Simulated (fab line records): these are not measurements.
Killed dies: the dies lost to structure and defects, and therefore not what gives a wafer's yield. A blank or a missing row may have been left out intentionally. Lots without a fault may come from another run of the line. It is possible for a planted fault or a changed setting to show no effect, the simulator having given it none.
fab line records    flow n5Finfet
record lots=12  wafers=36  lastDay=18
route steps=1938 shown BEOL_M10@1527 BEOL_M11@1537
lots that met no fault: taken from a fault-free run of the same line
startH: the number of hours between the record's first day and the start of the first shown wafer of the lot    waitH: hours from the lot's prior step to this one    " as in the row above    L1.1+2: a row that stands for several wafers    - value missing, or start not given    * or withheld: withheld    < > ~ a bound
route shown NAME@n: a module of which the file shows steps, and the number in the route of the first    usual: the fault-free wafers' mean and standard deviation    same: alike in all rows    chamber/n: place in a boat    sites: the reading at each site    _std_site: how widely they spread, as a standard deviation    _edge_site: outer sites' mean less inner sites'    radiusMm: how far each site lies from the wafer's centre    mask NAME#n: copy n    behind: the most recent tool/chamber to have shaped the wafer    hold: the reason the lot was held/the length of the hold in hours/how it ended    device: the transistor (n, p or np) that didn't switch    end of line: the tests these same wafers got at the end of their route    a step with no rows: only its recipe    killed: count of dies lost to structure and defects at first sort (not the wafer's yield)    map: per-die view of a wafer (x killed, . not killed, _ where there is no die)
set.NAME: the setting as run; set.NAME@STEP: as run at that earlier step    model.NAME: the simulator's own value behind a step, which no gauge read
the route's steps for a sample of lots (tables are steps, rows are wafers)
services: the hour from which a tool's chamber was out of use, counted from the record's first day as startH (under 0 if before that day), plus the number of hours and why
## steps
# step N5_BEOL_M10_SPUTTER_48
# recipe material=Cu  targetThkA=120  tempC=-20  biasV=60  powerW=26000  chamberPressurePa=0.13  timeS=2
# usual throttleValvePct=29.6/1
lot.wafer  tool           chamber  startH  waitH  throttleValvePct
L613.2     pvdSputter-02  -        242.48  0.1    29.9
L613.4     "              -        "       "      27.9
L613.5     "              -        "       "      28.0
L615.3     pvdSputter-02  -        249.66  0.1    27.6
L615.4     "              -        "       "      29.9
L615.6     "              -        "       "      30.0
L614.1     pvdSputter-01  -        250.13  0.1    29.5
L614.3     "              -        "       "      30.4
L614.5     "              -        "       "      30.3
L616.1     pvdSputter-03  -        252.40  0.2    29.7
L616.3     "              -        "       "      31.9
L616.4     "              -        "       "      29.4
L618.1     pvdSputter-02  -        280.02  0.3    28.6
L618.3     "              -        "       "      29.7
L618.4     "              -        "       "      27.8
L620.1     pvdSputter-02  -        300.57  0.1    27.8
L620.3     "              -        "       "      28.7
L620.4     "              -        "       "      29.9
L621.3     pvdSputter-03  -        317.08  0.1    29.6
L621.4     "              -        "       "      32.0
L621.6     "              -        "       "      29.6
L622.1     pvdSputter-01  -        317.21  0.1    30.0
L622.2     "              -        "       "      29.7
L622.6     "              -        "       "      29.8
L626.1     pvdSputter-01  -        322.05  0.1    29.7
L626.2     "              -        "       "      30.5
L626.4     "              -        "       "      28.7
L627.1     pvdSputter-03  -        338.30  0.2    29.6
L627.2     "              -        "       "      31.9
L627.4     "              -        "       "      29.4
L629.1     pvdSputter-02  -        346.85  0.1    27.8
L629.3     "              -        "       "      28.7
L629.6     "              -        "       "      30.0
L632.1     pvdSputter-01  -        377.79  0.2    30.4
L632.5     "              -        "       "      30.3
L632.6     "              -        "       "      29.6
# step N5_BEOL_M11_CURE_71
# recipe tempC=385  timeS=240  ambient=He/Ar  material=SiCOH_lowk
# usual lampPowerPct=52.32/0.05  wafer_temp_C_max=386.9/0.65
lot.wafer  tool       chamber  startH  waitH  lampPowerPct  wafer_temp_C_max
L613.2     uvCure-03  0        243.85  0.1    52.34         386.2
L613.4     "          0        "       "      52.39         386.3
L613.5     "          0        "       "      52.37         386.5
L615.3     uvCure-02  1        250.94  0.2    52.42         387.6
L615.4     "          1        "       "      52.30         388.9
L615.6     "          1        "       "      52.30         388.2
L614.1     uvCure-02  0        252.54  0.0    52.36         386.5
L614.3     "          0        "       "      52.31         387.1
L614.5     "          0        "       "      52.34         386.5
L616.1     uvCure-02  0        254.10  0.0    52.33         387.6
L616.3     "          0        "       "      52.28         387.5
L616.4     "          0        "       "      52.24         387.3
L618.1     uvCure-02  0        281.99  0.0    52.35         387.1
L618.3     "          0        "       "      52.34         387.4
L618.4     "          0        "       "      52.32         387.2
L620.1     uvCure-03  2        301.76  0.1    52.45         386.2
L620.3     "          2        "       "      52.30         386.5
L620.4     "          2        "       "      52.41         386.8
L621.3     uvCure-01  2        318.47  0.2    52.39         387.4
L621.4     "          2        "       "      52.33         389.6
L621.6     "          2        "       "      52.35         387.8
L622.1     uvCure-01  2        318.79  0.5    52.32         387.8
L622.2     "          2        "       "      52.37         387.7
L622.6     "          2        "       "      52.30         386.8
L626.1     uvCure-02  1        323.28  0.0    52.28         387.6
L626.2     "          1        "       "      52.22         389.3
L626.4     "          1        "       "      52.37         387.7
L627.1     uvCure-03  2        339.40  0.0    52.31         386.2
L627.2     "          2        "       "      52.36         386.8
L627.4     "          2        "       "      52.32         385.9
L629.1     uvCure-03  0        348.08  0.0    52.35         386.5
L629.3     "          0        "       "      52.28         386.9
L629.6     "          0        "       "      52.32         387.1
L632.1     uvCure-03  0        379.18  0.0    52.37         386.7
L632.5     "          0        "       "      52.36         387.0
L632.6     "          0        "       "      52.33         386.2
# step N5_BEOL_M11_HM_DEP_02
# recipe material=TiN  targetThkA=200  tempC=25  chamberPressurePa=0.49996
# usual throttleValvePct=29.4/0.98
lot.wafer  tool           chamber  startH  waitH  throttleValvePct
L613.2     pvdSputter-02  -        245.12  0.8    29.9
L613.4     "              -        "       "      28.0
L613.5     "              -        "       "      30.0
L615.3     pvdSputter-03  -        252.30  0.9    29.4
L615.4     "              -        "       "      29.5
L615.6     "              -        "       "      29.3
L614.1     pvdSputter-02  -        253.78  0.7    29.8
L614.3     "              -        "       "      27.9
L614.5     "              -        "       "      28.1
L616.1     pvdSputter-03  -        255.86  1.2    29.7
L616.3     "              -        "       "      29.3
L616.4     "              -        "       "      29.3
L618.1     pvdSputter-01  -        283.70  1.1    30.0
L618.3     "              -        "       "      28.5
L618.4     "              -        "       "      30.2
L620.1     pvdSputter-02  -        305.57  3.2    29.8
L620.3     "              -        "       "      28.8
L620.4     "              -        "       "      29.7
L621.3     pvdSputter-01  -        320.37  1.5    28.6
L621.4     "              -        "       "      29.7
L621.6     "              -        "       "      28.5
L622.1     pvdSputter-01  -        320.81  1.5    30.0
L622.2     "              -        "       "      30.3
L622.6     "              -        "       "      30.1
L626.1     pvdSputter-02  -        325.60  1.3    29.0
L626.2     "              -        "       "      29.9
L626.4     "              -        "       "      27.8
L627.1     pvdSputter-02  -        340.59  0.6    29.8
L627.2     "              -        "       "      29.8
L627.4     "              -        "       "      27.8
L629.1     pvdSputter-01  -        349.23  0.6    30.1
L629.3     "              -        "       "      28.5
L629.6     "              -        "       "      28.3
L632.1     pvdSputter-03  -        383.26  3.0    29.7
L632.5     "              -        "       "      31.7
L632.6     "              -        "       "      29.7
# step N5_BEOL_M11_COAT_05
# recipe resist=CAR-ArF  spinRpm=1500  resistThkNm=90
# usual chillPlateTempC=23.00/0.1  exhaustPa=44.9/0.83  spinSpeedRpm=1500.0/1.1
lot.wafer  tool           chamber  startH  waitH  chillPlateTempC  exhaustPa  spinSpeedRpm
L613.2     lithoTrack-05  0        245.25  -      22.98            45.2       1500.0
L613.4     "              0        "       "      22.93            44.1       1500.1
L613.5     "              0        "       "      22.97            44.6       1499.8
L615.3     lithoTrack-04  0        252.43  -      23.08            44.8       1499.2
L615.4     "              0        "       "      23.13            43.9       1499.3
L615.6     "              0        "       "      23.13            44.2       1499.5
L614.1     lithoTrack-01  0        253.91  -      22.98            43.9       1499.1
L614.3     "              0        "       "      23.05            45.6       1500.3
L614.5     "              0        "       "      22.97            45.1       1500.7
L616.1     lithoTrack-04  0        255.99  -      23.07            45.7       1501.2
L616.3     "              0        "       "      23.15            43.2       1501.2
L616.4     "              0        "       "      22.98            45.5       1500.8
L618.1     lithoTrack-01  0        283.83  -      23.16            44.9       1499.1
L618.3     "              0        "       "      23.09            44.6       1502.6
L618.4     "              0        "       "      23.20            44.8       1503.1
L620.1     lithoTrack-01  0        305.70  -      22.97            44.7       1344.7
L620.3     "              0        "       "      23.02            44.4       1343.6
L620.4     "              0        "       "      22.97            44.1       1344.7
L621.3     lithoTrack-05  0        320.50  -      22.83            45.1       1499.7
L621.4     "              0        "       "      22.95            45.7       1499.6
L621.6     "              0        "       "      22.97            45.6       1499.2
L622.1     lithoTrack-04  0        320.94  -      22.91            47.2       1498.7
L622.2     "              0        "       "      22.79            45.3       1500.0
L622.6     "              0        "       "      22.91            44.9       1500.3
L626.1     lithoTrack-01  0        325.73  -      22.96            45.8       1345.6
L626.2     "              0        "       "      22.95            45.2       1343.1
L626.4     "              0        "       "      22.96            44.7       1343.4
L627.1     lithoTrack-01  0        340.72  -      22.99            45.7       1343.0
L627.2     "              0        "       "      23.13            45.9       1345.0
L627.4     "              0        "       "      23.12            45.3       1342.6
L629.1     lithoTrack-05  0        349.36  -      22.94            42.8       1500.1
L629.3     "              0        "       "      23.04            43.1       1500.7
L629.6     "              0        "       "      22.83            43.8       1499.5
L632.1     lithoTrack-05  0        383.39  -      23.08            45.4       1500.1
L632.5     "              0        "       "      23.13            44.7       1499.8
L632.6     "              0        "       "      22.95            45.2       1501.1
## services
tool       chamber  startH  hours  kind
uvCure-02  -        219.28  0.4    repair
uvCure-03  -        223.90  1.0    pm
uvCure-03  -        224.90  14.6   pm
uvCure-02  -        229.93  6.0    pm
uvCure-01  -        249.01  2.5    repair
uvCure-03  -        258.60  0.5    repair
uvCure-01  -        266.11  6.0    pm
uvCure-03  -        331.88  0.3    repair
uvCure-02  -        354.84  2.1    pm
## key
firstSign step=N5_BEOL_M11_COAT_05  reading=spinSpeedRpm  direction=down  sigmas=99+  usual=*  struck=*
effect none on later readings
metAt N5_BEOL_M11_COAT_05
struckLots L620,L626,L627
notActingAt N5_BEOL_M10_SPUTTER_48,N5_BEOL_M11_CURE_71,N5_BEOL_M11_HM_DEP_02
onsetBetween 283.83 305.70
fault kind=processParameterDrift  tool=lithoTrack-01  chamber=-  onsetH=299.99  steps=N5_BEOL_M11_COAT_05  channel=spinRpm  offset=*  shape=step  endH=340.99  actsIn=*  stated=*
